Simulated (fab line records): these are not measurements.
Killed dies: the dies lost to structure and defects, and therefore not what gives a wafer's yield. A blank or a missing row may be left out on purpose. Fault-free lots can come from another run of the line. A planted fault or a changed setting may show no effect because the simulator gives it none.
Chamber matching :: flow n5Finfet :: N5_BEOL_M5_CO_CAP_78 on cvdCo-02 has 3 sister chambers
The step material Co, precursor CCTBA/H2, target thk 2 nm, time 102.1 s. 6 wafers are shown with their chamber, then 11 later ones without.

== EACH WAFER AND ITS CHAMBER ==
wafer: L080.6
chamber: 2
heaterPowerW (W): 204

wafer: L083.1
chamber: 2
heaterPowerW (W): 207

wafer: L084.1
chamber: 1
heaterPowerW (W): 280

wafer: L084.2
chamber: 0
heaterPowerW (W): 226

wafer: L084.4
chamber: 0
heaterPowerW (W): 232

wafer: L087.2
chamber: 1
heaterPowerW (W): 277

== WAFERS MISSING THEIR CHAMBER ==
wafer: L087.3
heaterPowerW (W): 202

wafer: L087.5
heaterPowerW (W): 211

wafer: L089.2
heaterPowerW (W): 211

wafer: L089.4
heaterPowerW (W): 208

wafer: L089.5
heaterPowerW (W): 281

wafer: L096.1
heaterPowerW (W): 267

wafer: L096.2
heaterPowerW (W): 231

wafer: L096.3
heaterPowerW (W): 207

wafer: L097.4
heaterPowerW (W): 259

wafer: L097.5
heaterPowerW (W): 231

wafer: L097.6
heaterPowerW (W): 208

== THE CHAMBER EACH PASSED THROUGH ==
wafer: L087.3
from the rows above: 2
in truth: 2

wafer: L087.5
from the rows above: 2
in truth: 2

wafer: L089.2
from the rows above: 2
in truth: 2

wafer: L089.4
from the rows above: 2
in truth: 2

wafer: L089.5
from the rows above: 1
in truth: 1

wafer: L096.1
from the rows above: 1
in truth: 1

wafer: L096.2
from the rows above: 0
in truth: 0

wafer: L096.3
from the rows above: 2
in truth: 2

wafer: L097.4
from the rows above: 1
in truth: 1

wafer: L097.5
from the rows above: 0
in truth: 0

wafer: L097.6
from the rows above: 2
in truth: 2
Correctly placed: 11 of 11. Not placeable from these rows: 0. Number placed wrongly: 0.
How it was worked out, from the rows above alone: a wafer's distance from a chamber is the root of the sum, over the readings, of the square of ((its reading less the chamber's mean) divided by the reading's scatter). The wafer belongs to the nearest chamber; if the next one is less than 2 further off, it can't be placed. Each chamber's mean is taken over the wafers shown for it. The scatter is the square root of a quotient: the sum, over the shown wafers, of each reading's squared deviation from its chamber's mean, divided by wafers minus chambers.
